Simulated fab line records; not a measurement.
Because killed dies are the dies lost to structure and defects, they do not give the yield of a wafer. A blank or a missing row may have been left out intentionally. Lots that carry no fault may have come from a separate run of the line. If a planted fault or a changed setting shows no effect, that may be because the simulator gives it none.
Split-lot trial ; flow n5-finfet ; route with 1938 steps; 7 lots, 21 wafers read

== THE SPLIT ==
At N5_MIM_TOP_ETCH_PECVD_03 (deposits SiNx from SiH4/NH3/N2, target thk 20 nm, time 17.6 s), the setting time-s was moved away from the recipe's 17.6 s on 9 of the 21 wafers read, by -12.7% to +12.4%. All remaining wafers had this setting at the recipe value.

Reading taken at the split's own step.

== THE READING ==
SiNx_of_MIM_TOP_ETCH_PECVD_03.thk-nm (the simulator's own value, which no gauge read), in nm, at N5_MIM_TOP_ETCH_PECVD_03 (deposits SiNx from SiH4/NH3/N2, target thk 20 nm, time 17.6 s). No usual value for it is given in the file. Across the 12 wafers here that went through the recipe, the average is 20.0 nm and the standard deviation 0.23 nm.

wafer;tool, chamber at the split;time-s as run, s;against the recipe;SiNx_of_MIM_TOP_ETCH_PECVD_03.thk-nm, nm;against lot-mates on the recipe
L075.1;pecvd-04, 1;15.37;-12.7%;17.4;-2.2
L075.3;pecvd-04, 2;17.6;recipe;19.6;-
L075.6;pecvd-04, 2;15.37;-12.7%;17.6;-2.0
L076.4;pecvd-02, 2;17.6;recipe;20.4;-
L076.5;pecvd-02, 1;19.79;+12.4%;23;+2.6
L076.6;pecvd-02, 0;19.79;+12.4%;22.6;+2.2
L084.1;pecvd-01, 0;17.6;recipe;20;-
L084.2;pecvd-01, 1,2;17.6;recipe;19.8;-
L084.3;pecvd-01, 1,2;17.6;recipe;19.8;-
L087.1;pecvd-01, 1;17.6;recipe;20;-
L087.2;pecvd-01, 0;16.85;-4.3%;18.8;-1.4
L087.6;pecvd-01, 1;17.6;recipe;20.4;-
L090.1;pecvd-02, 2;18.6;+5.7%;20.8;+0.6
L090.3;pecvd-02, 2;17.6;recipe;20.2;-
L090.6;pecvd-02, 2;18.6;+5.7%;21.4;+1.2
L092.2;pecvd-01, 2;17.6;recipe;20;-
L092.3;pecvd-01, 0;18.33;+4.1%;20.4;+0.4
L092.6;pecvd-01, 1;18.33;+4.1%;21.2;+1.2
L097.1;pecvd-02, 1,0;17.6;recipe;20;-
L097.5;pecvd-02, 1,0;17.6;recipe;20;-
L097.6;pecvd-02, 1;17.6;recipe;20.2;-
Rows listing several chambers each stand for several wafers; the file does not say which wafer went through which chamber.

THE FIT
A straight line over all 21 wafers: SiNx_of_MIM_TOP_ETCH_PECVD_03.thk-nm changes by +0.21 nm for each +1% of time-s; r = +0.98; the points scatter about the line by 0.28 nm.
The same after taking each lot's own level away (the mean of its wafers on the recipe; 21 wafers): +0.182 nm for each +1%; r = +0.97; scatter 0.26 nm.
The reading moves by 2.3 nm for the largest change in time-s, on that fit.
From 19.60 to 20.40 nm: that is the span of the lots' own levels, equal to 3.5 times the standard deviation above.
In other words, the slope is changed by the lot-to-lot level; the two fits disagree.
Check: with one of the wafers moved furthest among these (-12.7%) left out of the fit, the line predicts -2.35 nm for it against its lot-mates. It came out at -2.2 nm against them.

== OTHER SPLITS ON THESE WAFERS ==
Other splits were also applied to these wafers ahead of the reading. Each is held against what the fit with the lots' levels taken away leaves over:
other split on the same wafers;wafers away from the commonest value;r with SiNx_of_MIM_TOP_ETCH_PECVD_03.thk-nm (lot level and that fit taken away)
N5_BEOL_M11_EXPOSE_25 dose-mj;4;+0.03
N5_BEOL_M13_COAT_58 spin-rpm;8;+0.29
N5_BEOL_M14_TRENCH_ETCH_34 bias-w;8;+0.02
N5_BEOL_M15_TRENCH_ETCH_34 time-s;5;-0.10

== FILE'S OWN FIT ==
SiNx_of_MIM_TOP_ETCH_PECVD_03.thk-nm changes by +0.185 nm for each +1% of time-s, r = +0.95.
